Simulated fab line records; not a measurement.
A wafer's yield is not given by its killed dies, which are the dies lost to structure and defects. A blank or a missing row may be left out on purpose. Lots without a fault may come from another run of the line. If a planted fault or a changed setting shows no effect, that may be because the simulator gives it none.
Chamber matching | flow n5 finfet | rie diel-03 running N5_BEOL_M0_SAQP_STRIP_75: 4 sister chambers
The step strips in CF4. 4 wafers are shown with their chamber, then 8 later ones without.

## WAFERS WITH THEIR CHAMBER
wafer  | chamber | throttle valve pct (%)
L077.5 | 3       | 13.61
L084.1 | 0       | 13.95
L084.6 | 1       | 13.82
L091.1 | 2       | 13.37

## WAFERS MISSING THEIR CHAMBER
wafer  | throttle valve pct (%)
L091.5 | 13.95
L091.6 | 13.86
L093.2 | 13.87
L093.4 | 13.05
L093.5 | 13.86
L097.4 | 13.39
L097.5 | 13.07
L097.6 | 13.41

## THE CHAMBER EACH PASSED THROUGH
wafer  | from the rows above          | in truth
L091.5 | can't be placed: 0 or 1      | 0
L091.6 | can't be placed: 1 or 0 or 3 | 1
L093.2 | can't be placed: 1 or 0 or 3 | 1
L093.4 | can't be placed: 2 or 3      | 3
L093.5 | can't be placed: 1 or 0 or 3 | 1
L097.4 | can't be placed: 2 or 3      | 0
L097.5 | can't be placed: 2 or 3      | 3
L097.6 | can't be placed: 2 or 3      | 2
Correctly placed: 0 of 8. Cannot be placed on the basis of these rows: 8; the candidates contain the true chamber in 7. Wrongly placed: 0.
How it was worked out, from the rows above alone: a wafer's distance from a chamber is the root of the sum, over the readings, of the square of ((its reading less the chamber's mean) divided by the reading's scatter). If the next closest chamber is less than 2 further off than the closest, the wafer can't be placed; otherwise it belongs to the closest. For every chamber, the mean is computed from those of its wafers that are shown. The scatter: root of mean squared gap, hidden wafer to nearest shown wafer, with one shown wafer a chamber.
